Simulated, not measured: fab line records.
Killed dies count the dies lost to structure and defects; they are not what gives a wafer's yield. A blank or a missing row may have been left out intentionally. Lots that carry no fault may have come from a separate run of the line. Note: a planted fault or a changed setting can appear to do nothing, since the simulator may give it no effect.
Matching of chambers | flow n5Finfet | rieSi-02 running N5_FIN_SAQP_MANDREL1_REMOVE_56: 4 sister chambers
The step chemistry HBr/Cl2/O2, target a-Si, stops on SiNx, bt time 10 s. 4 wafers are shown with their chamber, then 7 later ones without.

## WAFERS PAIRED WITH THEIR CHAMBERS
wafer  | chamber | drypumpMotorCurrentA (A)
L078.2 | 3       | 4.8
L088.6 | 0       | 6.2
L089.1 | 1       | 5.6
L089.3 | 2       | 5.8

## WAFERS WHOSE CHAMBER IS MISSING
wafer  | drypumpMotorCurrentA (A)
L089.6 | 5.6
L090.2 | 4.8
L090.3 | 5.6
L090.5 | 6.2
L097.1 | 6.2
L097.3 | 5.5
L097.4 | 4.8

## WHICH CHAMBER EACH WENT THROUGH
wafer  | from the rows above | in truth
L089.6 | 1                   | 1
L090.2 | 3                   | 3
L090.3 | 1                   | 1
L090.5 | 0                   | 0
L097.1 | 0                   | 0
L097.3 | 1                   | 1
L097.4 | 3                   | 3
7 of 7 placed correctly. Can't be placed from these rows: 0. Placed wrongly: 0.
How it was worked out, from the rows above alone: a wafer's distance from a chamber is the root of the sum, over the readings, of the square of ((its reading less the chamber's mean) divided by the reading's scatter). If the next closest chamber is less than 2 further off than the closest, the wafer can't be placed; otherwise it belongs to the closest. Each chamber's mean is taken over the wafers shown for it. The scatter: root of mean squared gap, hidden wafer to nearest shown wafer, with one shown wafer a chamber.
